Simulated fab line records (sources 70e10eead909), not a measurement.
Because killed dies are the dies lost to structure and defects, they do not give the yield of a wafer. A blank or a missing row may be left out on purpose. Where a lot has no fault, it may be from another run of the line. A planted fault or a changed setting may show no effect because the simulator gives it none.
Which of the tools did it?	flow nand harc	Sampling: 11 lots, 33 wafers, 8 of 1159 route steps

== WHAT THE GAUGES READ, wafer by wafer ==
NHARC_P_STI_CD_MEAS_09 targets a cd of 200 nm. Usual: cd nm 200.4 nm, standard deviation 2.
lot	measured	on	cd nm (nm)	flag
L638	day 2 13:40	cd sem-01	201.7 203.7 203.3	
L640	day 2 23:02	cd sem-02	196.3 196.7 199.1	
L641	day 3 06:29	cd sem-03	200.4 202.9 198.7	
L642	day 3 14:02	cd sem-01	196.2 197.9 200.2	
L643	day 3 13:52	cd sem-03	201.5 199.6 198.3	
L645	day 4 04:42	cd sem-03	198.6 199.2 196.8	
L646	day 4 12:03	cd sem-02	162.1 160.6 157.2	OFF
L649	day 5 05:16	cd sem-02	171.0 169.9 172.2	OFF
L652	day 6 00:33	cd sem-02	197.9 200.5 199.1	
L656	day 6 23:56	cd sem-01	203.9 198.8 202.1	
L658	day 7 15:17	cd sem-03	199.4 202.4 201.1	

NHARC_P_STI_INSPECT_11. Usual: raw defect count 5.1, standard deviation 2.4.
lot	measured	on	raw defect count	flag
L638	day 2 13:47	defect inspect-02	4 3 0	
L640	day 2 23:10	defect inspect-02	5 10 2	
L641	day 3 06:37	defect inspect-02	7 2 6	
L642	day 3 14:10	defect inspect-02	7 8 5	
L643	day 3 13:59	defect inspect-01	8 1 3	
L645	day 4 04:50	defect inspect-02	5 5 5	
L646	day 4 12:10	defect inspect-01	6 7 4	
L649	day 5 05:24	defect inspect-01	4 0 3	
L652	day 6 00:40	defect inspect-02	5 5 3	
L656	day 7 00:04	defect inspect-01	6 5 3	
L658	day 7 15:25	defect inspect-01	3 9 1	

NHARC_P_STI_CD_MEAS_16. Usual: cd nm 199.8 nm, standard deviation 2.1.
lot	measured	on	cd nm (nm)	flag
L638	day 2 14:24	cd sem-03	199.5 202.4 201.8	
L640	day 2 23:47	cd sem-01	196.1 196.7 198.5	
L641	day 3 07:13	cd sem-03	200.2 202.7 198.1	
L642	day 3 14:45	cd sem-01	194.0 198.2 196.6	
L643	day 3 14:34	cd sem-01	200.9 200.3 198.2	
L645	day 4 05:24	cd sem-01	198.2 198.1 195.4	
L646	day 4 12:47	cd sem-01	160.5 159.9 156.8	OFF
L649	day 5 06:01	cd sem-02	170.4 168.8 171.8	OFF
L652	day 6 01:16	cd sem-02	198.6 200.8 198.4	
L656	day 7 00:39	cd sem-01	204.1 199.5 202.1	
L658	day 7 16:02	cd sem-02	198.8 202.6 200.9	

NHARC_P_STI_OCD_MEAS_17. Usual: trench foot cd nm 158.3 nm, standard deviation 2.
lot	measured	on	trench foot cd nm (nm)	flag
L638	day 2 14:29	ocd-02	159.5 161.7 161.9	
L640	day 2 23:52	ocd-02	154.4 155.0 157.0	
L641	day 3 07:19	ocd-02	157.7 160.9 155.7	
L642	day 3 14:50	ocd-01	154.7 155.6 158.1	
L643	day 3 14:40	ocd-02	159.4 157.5 156.3	
L645	day 4 05:29	ocd-01	156.1 157.3 154.1	
L646	day 4 12:52	ocd-01	119.5 118.5 115.0	OFF
L649	day 5 06:07	ocd-02	128.8 127.7 130.4	OFF
L652	day 6 01:21	ocd-02	155.9 157.9 156.8	
L656	day 7 00:44	ocd-01	161.6 155.7 161.1	
L658	day 7 16:07	ocd-02	157.0 159.4 158.0	

NHARC_END_SORT_01. Usual: killed at array 28, standard deviation 8.6; killed at other 0.7, standard deviation 1.2; killed at periphery 3.1, standard deviation 2.3; killed dies 32, standard deviation 8.7; killed open 3.2, standard deviation 1.7; killed short 2.0, standard deviation 1.5.
lot	measured	on	killed at array	killed at other	killed at periphery	killed dies	killed open	killed short	flag
L646	day 21 05:56	prober-01	22 26 25	0 0 1	499 487 472	521 513 498	2 2 9	3 1 0	OFF
L649	day 22 05:23	prober-01	39 33 48	0 0 0	110 170 83	149 203 131	3 1 2	1 0 3	OFF

== TOOL THAT RAN EACH LOT (tool first, then ch and the chambers of the sampled wafers, then the start) ==
lot	NHARC_P_ZERO_WELL_ETCH_65	NHARC_P_STI_EXPOSE_06	NHARC_P_GATE_HM_DEP_102
L638	rie diel-07 ch 1,2,3, day 1 13:22	krf scanner-01 ch 0, day 2 13:31	acl dep-01 ch 0, day 4 20:08
L640	rie diel-05 ch 1,2,3, day 2 01:22	krf scanner-01 ch 0, day 2 22:53	acl dep-02 ch 0, day 5 09:56
L641	rie diel-07 ch 0,1,2, day 2 07:29	krf scanner-03 ch 0, day 3 06:20	acl dep-03 ch 0, day 5 11:52
L642	rie diel-05 ch 0,1,2, day 2 13:29	krf scanner-02 ch 0, day 3 13:53	acl dep-03 ch 0, day 5 17:10
L643	rie diel-07 ch 0,2, day 2 19:31	krf scanner-03 ch 0, day 3 13:43	acl dep-02 ch 0, day 5 16:26
L645	rie diel-05 ch 1,2,3, day 3 07:29	krf scanner-01 ch 0, day 4 04:33	acl dep-01 ch 0, day 6 10:37
L646	rie diel-07 ch 0,1, day 3 13:29	krf scanner-01 ch 0, day 4 11:54	-
L649	rie diel-05 ch 0,1,3, day 4 07:43	krf scanner-01 ch 0, day 5 05:08	acl dep-03 ch 0, day 7 23:11
L652	rie diel-07 ch 1,2,3, day 5 01:58	krf scanner-02 ch 0, day 6 00:25	acl dep-01 ch 0, day 8 05:25
L656	rie diel-13 ch 0,2, day 6 01:25	krf scanner-03 ch 0, day 6 23:47	acl dep-03 ch 0, day 9 05:56
L658	rie diel-13 ch 0,2,3, day 6 13:29	krf scanner-02 ch 0, day 7 15:09	acl dep-01 ch 0, day 9 23:22
- NHARC_P_ZERO_WELL_ETCH_65: etches the open film in N2/H2, target depth 80 nm, overetch 24 nm, time 87.88 s.
- NHARC_P_STI_EXPOSE_06: exposes mask P STI, target cd 200 nm.
- NHARC_P_GATE_HM_DEP_102: deposits aC, target thk 120 nm.

== AS READ BY THE TOOLS THEMSELVES (means over the sampled wafers that have a number; for cases with no such wafer, the mark the record gives instead) ==
NHARC_P_ZERO_WELL_ETCH_65. Usual: chamber pressure mTorr 30.002 mTorr, standard deviation 0.025; drypump motor current A 5.4 A, standard deviation 0.38; oes product au 0.999 a.u., standard deviation 0.0094; rf vpp V 430.3 V, standard deviation 2.7; showerhead plenum p Torr 2.03 Torr, standard deviation 0.093; throttle valve pct 14.172 %, standard deviation 0.0095.
lot	tool	chamber pressure mTorr (mTorr)	drypump motor current A (A)	oes product au (a.u.)	rf vpp V (V)	showerhead plenum p Torr (Torr)	throttle valve pct (%)	flag
L638	rie diel-07	30.010	5.7	1.004	428.7	1.98	14.163	
L640	rie diel-05	30.004	5.2	0.997	432.4	2.10	14.162	
L641	rie diel-07	30.010	5.3	0.993	429.4	2.01	14.164	
L642	rie diel-05	29.988	5.3	1.000	432.0	2.08	14.175	
L643	rie diel-07	29.991	5.3	0.998	431.0	2.06	14.161	
L645	rie diel-05	30.006	5.2	0.992	432.1	2.10	14.178	
L646	rie diel-07	30.010	5.2	0.993	428.9	2.01	14.175	
L649	rie diel-05	30.010	5.3	1.002	431.6	2.07	14.167	
L652	rie diel-07	30.001	5.7	1.004	429.7	1.98	14.175	
L656	rie diel-13	29.991	5.5	0.996	431.9	2.08	14.175	
L658	rie diel-13	30.027	5.6	1.000	430.5	2.00	14.167	

NHARC_P_STI_EXPOSE_06. Usual: exposure dose mJ cm2 37.69, standard deviation 0.042.
lot	tool	exposure dose mJ cm2	flag
L638	krf scanner-01	37.70	
L640	krf scanner-01	37.69	
L641	krf scanner-03	37.71	
L642	krf scanner-02	37.65	
L643	krf scanner-03	37.64	
L645	krf scanner-01	37.67	
L646	krf scanner-01	31.62	OFF
L649	krf scanner-01	32.77	OFF
L652	krf scanner-02	37.72	
L656	krf scanner-03	37.75	
L658	krf scanner-02	37.63	

NHARC_P_GATE_HM_DEP_102. Usual: throttle valve pct 34.999 %, standard deviation 0.0089.
lot	tool	throttle valve pct (%)	flag
L638	acl dep-01	35.000	
L640	acl dep-02	34.995	
L641	acl dep-03	35.002	
L642	acl dep-03	34.997	
L643	acl dep-02	34.999	
L645	acl dep-01	34.990	
L649	acl dep-03	35.004	
L652	acl dep-01	35.005	
L656	acl dep-03	34.994	
L658	acl dep-01	35.002	

== THE ANSWER, worked out from the rows above alone ==
Rule: a lot counts as off when the mean over its wafers that have a number is more than 3 standard deviations away from the usual mean. A lot without any number at a reading at which 4 lots or more have one is off too. The other lots that the step has rows for count as sound. The gauges are gone through in route order, then the tools' own readings, and for those a lot's mean is taken as printed above. At the first step where some lot is off, the reading lying furthest off is the one used; lots without a number count as furthest.
Off, at NHARC_P_STI_CD_MEAS_09 on cd nm: L646, L649.
If a tool, at a process step before that reading, ran all the lots that are off and no sound lot after the first of them, it fits. The gauges at NHARC_P_STI_CD_MEAS_09 aren't tried: what is off there is off at NHARC_P_STI_OCD_MEAS_17 too, on other tools, and a gauge's error can't cause that. One candidate fits, namely krf scanner-01 at NHARC_P_STI_EXPOSE_06. Its last sound lot is L645 (day 4 04:33), its first lot that is off L646 (day 4 11:54): a fault that began between those two fits.
The tool's own readings at NHARC_P_STI_EXPOSE_06 bear it out: on the lots that are off they differ by more than 5 times the standard deviation of the sound lots' means. exposure dose mJ cm2 reads 32.20 there against 37.68 on the sound lots.

== WHAT WAS PUT IN BY THE SIMULATOR ==
Process parameter drift: krf scanner-01, from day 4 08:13 on, at NHARC_P_STI_EXPOSE_06. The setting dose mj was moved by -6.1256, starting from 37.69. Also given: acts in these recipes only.
Shown lots that were struck: L646, L649. Same finding as the rule above.
